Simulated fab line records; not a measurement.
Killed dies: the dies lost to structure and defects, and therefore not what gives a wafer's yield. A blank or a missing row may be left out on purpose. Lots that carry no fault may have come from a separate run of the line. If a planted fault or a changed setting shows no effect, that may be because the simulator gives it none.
fab line records | flow nand_harc
[record] lots = 7 | wafers = 21 | last_day = 31
route steps=1302 shown A_CHANNEL_FILL_D2@625 END@1302
lots that met no fault: taken from a fault-free run of the same line
start_h: the number of hours between the record's first day and the start of the first shown wafer of the lot | wait_h: hours since the lot's step before | " as in the row above | L1.1+2: several wafers, shown together as one row | - no value, or no start was given | * or withheld: withheld | < > ~ a bound
route shown NAME@n: NAME is a module with steps in the file, n the number in the route of the first one | usual: mean and standard deviation over wafers with no fault | same: alike in all rows | chamber/n: place in a boat | sites: the reading at each site | _std_site: how widely they spread, as a standard deviation | _edge_site: the outer-site mean with the inner-site mean subtracted | radius_mm: for every site, how far away it sits from the centre of the wafer | mask NAME#n: copy n | behind: the tool/chamber that last shaped the wafer | hold: what put the lot on hold/how long, in hours/how the hold closed | device: whichever transistor did not switch (one of n, p or np) | end of line: the same wafers' tests at the end of the route | a step given without rows: its recipe and nothing more | killed: at the first sort, the dies lost to defects and structure; wafer yield is something else | map: dies across one wafer; x = killed, . = not, _ = none there
set.NAME: the run value of the setting; set.NAME@STEP: its run value at that earlier step | model.NAME: the simulator's own value behind a step, which no gauge read
a table for each step, a row for each wafer; lots at some steps of the route
services: when a tool's chamber went out of use (start_h, in hours from the record's first day, below 0 if earlier), for how many hours, and the reason
[[steps]]
[step NHARC_A_CHANNEL_FILL_D2_ANNEAL_22]
[recipe] temp_c = 620 | time_s = 7200
[step NHARC_A_CHANNEL_FILL_D2_THK_MEAS_06]
[recipe] thk_meas_gauge = ellipsometry
[usual] thk_nm = 4.9/1
lot.wafer | tool          | chamber | start_h | wait_h | thk_nm
L629.1    | film_metro-02 | -       | 347.13  | 0.4    | 5.2
L629.3    | "             | -       | "       | "      | 5.3
L629.6    | "             | -       | "       | "      | 3.7
L630.3    | film_metro-01 | -       | 347.13  | 0.4    | 3.3
L630.5    | "             | -       | "       | "      | 5.4
L630.6    | "             | -       | "       | "      | 6.9
L636.1    | film_metro-02 | -       | 430.54  | 0.4    | 6.1
L636.3    | "             | -       | "       | "      | 4.9
L636.6    | "             | -       | "       | "      | 5.6
L640.1    | film_metro-02 | -       | 451.20  | 0.4    | 3.6
L640.3    | "             | -       | "       | "      | 4.7
L640.4    | "             | -       | "       | "      | 4.2
L643.2    | film_metro-02 | -       | 486.85  | 0.4    | 5.0
L643.3    | "             | -       | "       | "      | 2.3
L643.6    | "             | -       | "       | "      | 4.5
L642.2    | film_metro-01 | -       | 486.85  | 0.4    | 7.1
L642.4    | "             | -       | "       | "      | 4.5
L642.5    | "             | -       | "       | "      | 4.6
L646.3    | film_metro-01 | -       | 516.59  | 0.4    | 5.4
L646.4    | "             | -       | "       | "      | 4.2
L646.6    | "             | -       | "       | "      | 3.3
[step NHARC_A_CHANNEL_FILL_D2_ALD_25]
[recipe] target_thk_a = 600 | pulse_time_s = 10 | ald_cycles = 600 | temp_c = 300 | material = SiOx
[usual] heater_power_w = 484/43 | precursor_pulse_height_rel = 1.000/0.021
[same] ald_cycles = 600
lot.wafer | tool      | chamber | start_h | wait_h | heater_power_w | precursor_pulse_height_rel
L630.3    | ald_hk-04 | 0       | 347.78  | 0.7    | 522            | 1.023
L630.6    | "         | 3       | 349.59  | 2.5    | 510            | 0.970
L630.5    | "         | 0       | "       | "      | 535            | 1.036
L629.1    | ald_hk-03 | 2       | 347.79  | 0.7    | 436            | 0.987
L629.3    | "         | 0       | 349.02  | 1.9    | 410            | 1.036
L629.6    | "         | 1       | "       | "      | 451            | 0.970
L636.1    | ald_hk-02 | 1       | 430.59  | 0.1    | 515            | 1.002
L636.3    | "         | 3       | 431.85  | 1.3    | 428            | 0.996
L636.6    | "         | 2       | 433.74  | 3.2    | 457            | 1.022
L640.3    | ald_hk-04 | 1       | 451.26  | 0.1    | 456            | 0.987
L640.4    | "         | 2       | "       | "      | 516            | 1.016
L640.1    | "         | 3       | "       | "      | 495            | 0.987
L642.2    | ald_hk-03 | 3       | 486.90  | 0.1    | 559            | 0.991
L642.4    | "         | 2       | 488.75  | 1.9    | 461            | 1.006
L642.5    | "         | 3       | "       | "      | 577            | 1.004
L643.2    | ald_hk-02 | 2       | 487.52  | 0.7    | 456            | 0.993
L643.3    | "         | 3       | "       | "      | 426            | 0.997
L643.6    | "         | 1       | 489.40  | 2.5    | 504            | 0.998
L646.3    | ald_hk-02 | 1       | 517.87  | 1.3    | 521            | 1.035
L646.4    | "         | 2       | "       | "      | 476            | 0.955
L646.6    | "         | 3       | "       | "      | 429            | 0.997
[step NHARC_A_CHANNEL_FILL_D2_ETCHBACK_08]
[recipe] target_depth_a = 2200 | time_s = 110 | c4f8_flow_sccm = 20 | ar_flow_sccm = withheld | rf_w = 600 | bias_w = 300 | chemistry = C4F8
[usual] oes_product_au = 0.95/0.036 | rf_vpp_V = 440.6/2.1
lot.wafer | tool        | chamber | start_h | wait_h | oes_product_au | rf_hours_counter_h | rf_vpp_V
L630.3    | rie_diel-03 | 2       | -       | -      | 0.92           | 2                  | 444.2
L630.5    | "           | 1       | "       | "      | 0.94           | -                  | 438.4
L630.6    | "           | 2       | "       | "      | 0.92           | -                  | 443.4
L629.3    | rie_diel-09 | 2       | -       | -      | 1.00           | 0                  | 439.5
L629.1    | "           | 3       | "       | "      | 1.00           | 0                  | 438.9
L629.6    | "           | 1       | "       | "      | 1.00           | -                  | 440.6
L636.3    | rie_diel-09 | 3       | -       | -      | 0.92           | 2                  | 439.5
L636.1    | "           | 0       | "       | "      | 0.92           | 2                  | 442.6
L636.6    | "           | 2       | "       | "      | 0.94           | -                  | 439.0
L640.3    | rie_diel-09 | 0       | -       | -      | 0.92           | 3                  | 442.2
L640.1    | "           | 1       | "       | "      | 0.92           | 3                  | 439.9
L640.4    | "           | 2       | "       | "      | 0.94           | 3                  | 439.6
L642.4    | rie_diel-09 | 1       | -       | -      | 0.91           | 4                  | 439.6
L642.2    | "           | 0       | "       | "      | 0.92           | 4                  | 441.8
L642.5    | "           | 2       | "       | "      | 0.93           | -                  | 438.5
L643.3    | rie_diel-03 | 2       | -       | -      | 0.93           | 0                  | 443.4
L643.2    | "           | 0       | "       | "      | 0.91           | 0                  | 439.3
L643.6    | "           | 2       | "       | "      | 0.92           | -                  | 443.4
L646.4    | rie_diel-03 | 0       | -       | -      | 0.91           | 1                  | 437.9
L646.3    | "           | 1       | "       | "      | 0.93           | 2                  | 438.0
L646.6    | "           | 3       | "       | "      | 0.92           | -                  | 444.4
[step NHARC_A_CHANNEL_FILL_D2_STRIP_29]
[recipe] time_s = 20 | o2_flow_sccm = 500 | ar_flow_sccm = 0 | bias_w = 0 | chemistry = O2
[usual] drypump_motor_current_A = 5.9/0.35 | oes_product_au = 0.997/0.01 | rf_vpp_V = 57.9/0.88 | showerhead_plenum_p_Torr = 3.51/0.11 | throttle_valve_pct = 17.035/0.0092
lot.wafer | tool        | chamber | start_h | wait_h | drypump_motor_current_A | oes_product_au | rf_hours_counter_h | rf_vpp_V | showerhead_plenum_p_Torr | throttle_valve_pct
L630.3    | rie_diel-03 | 3       | -       | -      | 6.1                     | 1.005          | 2                  | 58.2     | 3.70                     | 17.041
L630.6    | "           | 0       | "       | "      | 5.6                     | 0.987          | -                  | 57.8     | 3.41                     | 17.026
L630.5    | "           | 1       | "       | "      | 5.6                     | 1.019          | -                  | 57.3     | 3.36                     | 17.023
L629.3    | rie_diel-09 | 0       | -       | -      | 5.9                     | 0.999          | 0                  | 58.3     | 3.60                     | 17.032
L629.1    | "           | 1       | "       | "      | 5.9                     | 0.988          | 0                  | 57.3     | 3.51                     | 17.046
L629.6    | "           | 0       | "       | "      | 5.9                     | 1.005          | -                  | 58.0     | 3.60                     | 17.043
L636.3    | rie_diel-09 | 3       | -       | -      | 6.1                     | 0.991          | 2                  | 58.2     | 3.48                     | 17.020
L636.1    | "           | 1       | "       | "      | 6.0                     | 0.995          | 3                  | 57.7     | 3.51                     | 17.015
L636.6    | "           | 3       | "       | "      | 6.1                     | 0.991          | -                  | 57.6     | 3.48                     | 17.031
L640.4    | rie_diel-09 | 3       | -       | -      | 6.1                     | 0.991          | 3                  | 57.2     | 3.48                     | 17.045
L640.3    | "           | 0       | "       | "      | 5.9                     | 1.003          | 3                  | 58.6     | 3.59                     | 17.022
L640.1    | "           | 2       | "       | "      | 6.6                     | 1.016          | 3                  | 58.3     | 3.46                     | 17.023
L642.2    | rie_diel-09 | 1       | -       | -      | 6.0                     | 0.988          | 4                  | 56.0     | 3.50                     | 17.027
L642.4    | "           | 2       | "       | "      | 6.6                     | 1.000          | 4                  | 59.0     | 3.46                     | 17.037
L642.5    | "           | 3       | "       | "      | 6.0                     | 0.984          | -                  | 59.5     | 3.48                     | 17.025
L643.3    | rie_diel-03 | 2       | -       | -      | 6.1                     | 1.004          | 0                  | 58.3     | 3.65                     | 17.040
L643.2    | "           | 3       | "       | "      | 6.0                     | 0.990          | 0                  | 58.8     | 3.70                     | 17.022
L643.6    | "           | 3       | "       | "      | 6.0                     | 0.978          | -                  | 56.8     | 3.70                     | 17.038
L646.3    | rie_diel-03 | 2       | -       | -      | 6.1                     | 0.997          | 2                  | 57.3     | 3.65                     | 17.046
L646.4    | "           | 3       | "       | "      | 6.1                     | 0.972          | 2                  | 56.0     | 3.70                     | 17.042
L646.6    | "           | 3       | "       | "      | 6.1                     | 0.982          | -                  | 58.2     | 3.70                     | 17.040
[step NHARC_A_CHANNEL_FILL_D2_PRECLEAN_30]
[recipe] time_s = 30 | chemistry = dHF
[step NHARC_A_CHANNEL_FILL_D2_SRD_31]
[step NHARC_A_CHANNEL_FILL_D2_CVD_09]
[recipe] target_thk_a = 1500 | temp_c = 620 | pressure_mtorr = 200 | time_s = 3000 | material = poly-Si
[step NHARC_A_CHANNEL_FILL_D2_CMP_10]
[recipe] target_thk_nm = 150
[usual] motor_current_A = 11.8/1.2 | slurry_filter_dp_kPa = 13.52/0.14 | slurry_flow_ml_min = 150.0/0.41 | time_to_endpoint_s = 14.8/3
lot.wafer | tool   | chamber | start_h | wait_h | motor_current_A | slurry_filter_dp_kPa | slurry_flow_ml_min | time_to_endpoint_s
L629.1    | cmp-01 | 0       | 358.44  | 0.4    | 11.4            | 13.40                | 151.0              | 14.5
L629.3    | "      | 3       | "       | "      | 11.1            | 13.79                | 150.0              | 13.4
L629.6    | "      | 0       | "       | "      | 11.2            | 13.62                | 149.8              | 13.7
L630.3    | cmp-01 | 0       | 358.61  | 0.5    | 11.2            | 13.42                | 150.1              | 14.9
L630.5    | "      | 3       | "       | "      | 11.6            | 13.41                | 150.1              | 15.7
L630.6    | "      | 0       | "       | "      | 11.1            | 13.71                | 150.1              | 16.3
L636.3    | cmp-03 | 3       | 442.03  | 0.4    | 9.8             | 13.49                | 150.0              | 15.2
L636.1    | "      | 1       | "       | "      | 11.5            | 13.46                | 149.4              | 9.2
L636.6    | "      | 2       | "       | "      | 10.5            | 13.50                | 150.0              | 15.3
L640.3    | cmp-01 | 0       | 462.74  | 0.5    | 11.6            | 13.36                | 150.7              | 13.7
L640.1    | "      | 1       | "       | "      | 10.5            | 13.39                | 150.1              | 13.9
L640.4    | "      | 2       | "       | "      | 12.1            | 13.32                | 149.9              | 11.1
L643.3    | cmp-04 | 3       | 498.20  | 0.4    | 12.5            | 13.45                | 149.8              | 13.9
L643.2    | "      | 2       | "       | "      | 14.7            | 13.21                | 150.1              | 20.9
L643.6    | "      | 3       | "       | "      | 13.1            | 13.53                | 150.3              | 13.2
L642.4    | cmp-01 | 3       | 498.23  | 0.4    | 11.5            | 13.41                | 149.7              | 15.8
L642.2    | "      | 1       | "       | "      | 10.7            | 13.57                | 149.6              | 15.1
L642.5    | "      | 2       | "       | "      | 12.5            | 13.23                | 149.8              | 10.7
L646.4    | cmp-01 | 3       | 527.91  | 0.4    | 10.9            | 13.54                | 150.3              | 16.7
L646.3    | "      | 0       | "       | "      | 11.5            | 13.55                | 149.7              | 15.8
L646.6    | "      | 0       | "       | "      | 11.4            | 13.62                | 149.7              | 14.3
[step NHARC_A_CHANNEL_FILL_D2_SRD_12]
[step NHARC_A_CHANNEL_FILL_D2_RTA_24]
[recipe] temp_c = 1000 | time_s = 5
[usual] lamp_power_pct = 27.5/0.64 | lamp_zone_6_pct = 27.4/0.64 | wafer_temp_C_max = 1006.0/1.4
lot.wafer | tool          | chamber | start_h | wait_h | lamp_power_pct | lamp_zone_6_pct | wafer_temp_C_max
L629.1    | rtp_anneal-01 | 0       | 358.91  | 0.1    | 28.3           | 28.1            | 1006.7
L629.3    | "             | 0       | "       | "      | 28.2           | 28.2            | 1006.9
L629.6    | "             | 0       | "       | "      | 28.2           | 28.2            | 1004.6
L630.3    | rtp_anneal-01 | 0       | 359.14  | 0.2    | 28.2           | 28.1            | 1006.3
L630.5    | "             | 0       | "       | "      | 28.2           | 28.2            | 1005.7
L630.6    | "             | 0       | "       | "      | 28.2           | 28.2            | 1006.2
L630.3    | rtp_anneal-01 | 0       | 359.66  | 0.5    | 28.2           | 28.2            | 1006.4
L630.5    | "             | 0       | "       | "      | 28.2           | 28.2            | 1008.2
L630.6    | "             | 0       | "       | "      | 28.2           | 28.2            | 1003.7
L636.1    | rtp_anneal-01 | 0       | 442.42  | 0.0    | 28.2           | 28.2            | 1006.0
L636.3    | "             | 0       | "       | "      | 28.2           | 28.2            | 1005.3
L636.6    | "             | 0       | "       | "      | 28.2           | 28.2            | 1004.7
L636.1    | rtp_anneal-01 | 0       | 442.79  | 0.3    | 28.2           | 28.2            | 1008.0
L636.3    | "             | 0       | "       | "      | 28.2           | 28.2            | 1006.7
L636.6    | "             | 0       | "       | "      | 28.2           | 28.2            | 1006.6
L640.1    | rtp_anneal-02 | 0       | 463.14  | 0.0    | 27.0           | 26.9            | 1004.8
L640.3    | "             | 0       | "       | "      | 26.9           | 26.9            | 1004.5
L640.4    | "             | 0       | "       | "      | 27.0           | 26.9            | 1005.3
L640.1    | rtp_anneal-02 | 0       | 463.52  | 0.3    | 26.9           | 26.9            | 1003.8
L640.3    | "             | 0       | "       | "      | 27.0           | 26.9            | 1006.7
L640.4    | "             | 0       | "       | "      | 26.9           | 26.9            | 1005.8
L642.2    | rtp_anneal-01 | 0       | 498.65  | 0.1    | 28.1           | 28.2            | 1007.9
L642.4    | "             | 0       | "       | "      | 28.2           | 28.2            | 1009.2
L642.5    | "             | 0       | "       | "      | 28.2           | 28.1            | 1005.5
L643.2    | rtp_anneal-02 | 0       | 498.69  | 0.1    | 26.9           | 26.9            | 1005.2
L643.3    | "             | 0       | "       | "      | 26.9           | 26.8            | 1005.7
L643.6    | "             | 0       | "       | "      | 26.9           | 26.8            | 1006.5
L646.3    | rtp_anneal-01 | 0       | 528.39  | 0.1    | 28.2           | 28.2            | 1006.6
L646.4    | "             | 0       | "       | "      | 28.2           | 28.2            | 1007.3
L646.6    | "             | 0       | "       | "      | 28.3           | 28.2            | 1009.2
[step NHARC_A_CHANNEL_FILL_D2_INSPECT_13]
[usual] raw_defect_count = 363/130
lot.wafer | tool              | chamber | start_h | wait_h | raw_defect_count
L629.1    | defect_inspect-01 | -       | 359.11  | 0.2    | 446
L629.3    | "                 | -       | "       | "      | 389
L629.6    | "                 | -       | "       | "      | 362
L630.3    | defect_inspect-02 | -       | 359.80  | 0.1    | 448
L630.5    | "                 | -       | "       | "      | 433
L630.6    | "                 | -       | "       | "      | 307
L636.1    | defect_inspect-01 | -       | 442.99  | 0.2    | 177
L636.3    | "                 | -       | "       | "      | 260
L636.6    | "                 | -       | "       | "      | 245
L640.1    | defect_inspect-02 | -       | 463.72  | 0.2    | 246
L640.3    | "                 | -       | "       | "      | 311
L640.4    | "                 | -       | "       | "      | 201
L642.2    | defect_inspect-02 | -       | 498.82  | 0.1    | 548
L642.4    | "                 | -       | "       | "      | 344
L642.5    | "                 | -       | "       | "      | 294
L643.2    | defect_inspect-01 | -       | 498.86  | 0.1    | 134
L643.3    | "                 | -       | "       | "      | 210
L643.6    | "                 | -       | "       | "      | 260
L646.3    | defect_inspect-02 | -       | 528.53  | 0.1    | 228
L646.4    | "                 | -       | "       | "      | 310
L646.6    | "                 | -       | "       | "      | 307
[step NHARC_END_SORT_01]
[recipe] temp_c = 25
[usual] killed_at_array = 55/19 | killed_at_other = 0.8/1.1 | killed_at_periphery = 4.0/2.6 | killed_dies = 60/20 | killed_open = 3.4/1.7 | killed_short = 2.6/1.5
[same] gross_dies = 677
lot.wafer | tool      | chamber | start_h | wait_h | killed_at_array | killed_at_other | killed_at_periphery | killed_dies | killed_open | killed_short
L629.1    | prober-02 | 0       | 589.69  | 2.5    | 48              | 0               | 3                   | 51          | 2           | 1
L629.3    | prober-02 | 0       | 591.30  | 3.1    | 50              | 0               | 2                   | 52          | 1           | 6
L629.6    | prober-02 | 0       | 593.73  | 4.0    | 45              | 0               | 2                   | 47          | 2           | 3
// killed by level:class
L629.1 A_CHANNEL_HOLE_D2:chamber_film_flake=38 A_ZERO_WELL:chamber_film_flake=3 A_CONTACT:chamber_film_flake=3 P_M0:geometric_particle:open=2 A_CHANNEL_FILL_D2:geometric_particle:short=1 P_GATE:chamber_film_flake=1 A_CHANNEL_HOLE_D1:chamber_film_flake=1 A_CHANNEL_FILL_D1:chamber_film_flake=1
L629.3 A_CHANNEL_HOLE_D2:chamber_film_flake=33 A_SGD_CUT:chamber_film_flake=5 A_ONON_D2:geometric_particle:short=4 A_CONTACT:chamber_film_flake=3 P_CONTACT:geometric_particle:open=1 A_DECK1_JOINT:geometric_particle:short=1 A_WL_FILL:geometric_particle:short=1 P_STI:chamber_film_flake=1
L629.6 A_CHANNEL_HOLE_D2:chamber_film_flake=31 A_CONTACT:chamber_film_flake=5 A_DECK1_JOINT:chamber_film_flake=2 P_STI:geometric_particle:open=1 A_CHANNEL_FILL_D2:geometric_particle:short=1 A_WL_FILL:geometric_particle:short=1 A_CONTACT:geometric_particle:open=1 A_M1:geometric_particle:short=1
[[services]]
tool          | chamber | start_h | hours | kind
ald_hk-03     | -       | 325.75  | 1.5   | repair
cmp-03        | -       | 343.09  | 0.4   | repair
ald_hk-02     | -       | 348.00  | 10.0  | pm
cmp-01        | -       | 350.33  | 4.3   | repair
cmp-04        | -       | 355.29  | 0.9   | repair
cmp-03        | -       | 358.33  | 4.0   | pm
cmp-04        | -       | 366.37  | 21.2  | repair
rtp_anneal-01 | -       | 372.00  | 12.0  | pm
cmp-03        | -       | 378.63  | 2.0   | repair
cmp-01        | -       | 382.03  | 4.0   | pm
rie_diel-03   | 0       | 383.42  | 14.1  | repair
ald_hk-03     | -       | 390.56  | 10.0  | pm
cmp-04        | -       | 396.11  | 3.8   | repair
cmp-01        | -       | 399.67  | 2.2   | repair
cmp-01        | -       | 404.79  | 8.0   | repair
rie_diel-03   | 3       | 429.82  | 4.5   | repair
rie_diel-03   | 1       | 446.54  | 1.7   | repair
cmp-01        | -       | 452.60  | 0.6   | repair
rie_diel-03   | -       | 458.36  | 9.0   | pm
ald_hk-02     | -       | 460.87  | 2.7   | repair
cmp-01        | -       | 467.30  | 2.0   | repair
cmp-01        | -       | 480.03  | 4.0   | pm
rie_diel-09   | -       | 497.10  | 9.0   | pm
cmp-01        | -       | 521.00  | 1.2   | repair
[[key]]
[first_sign] step = NHARC_A_CHANNEL_FILL_D2_RTA_24 | reading = visit | direction = added
effect none on later readings
met_at NHARC_A_CHANNEL_FILL_D2_RTA_24
struck_wafers L630.3,L630.5,L630.6,L636.1,L636.3,L636.6,L640.1,L640.3,L640.4
tester_left_out L630,L636,L640
[fault] kind = repeated_step_whole | tool = rtp_anneal-01,rtp_anneal-02 | chamber = - | onset_h = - | steps = NHARC_A_CHANNEL_FILL_D2_RTA_24 | times = 1 | scope = struck_lots_only
// tester_left_out: of these lots the tester's yield and bins aren't shown, on N5 and GAA mostly nor the transistor test; their killed dies are dies lost to structure and defects alone, not to doping, threshold or leakage, so they don't give the yield
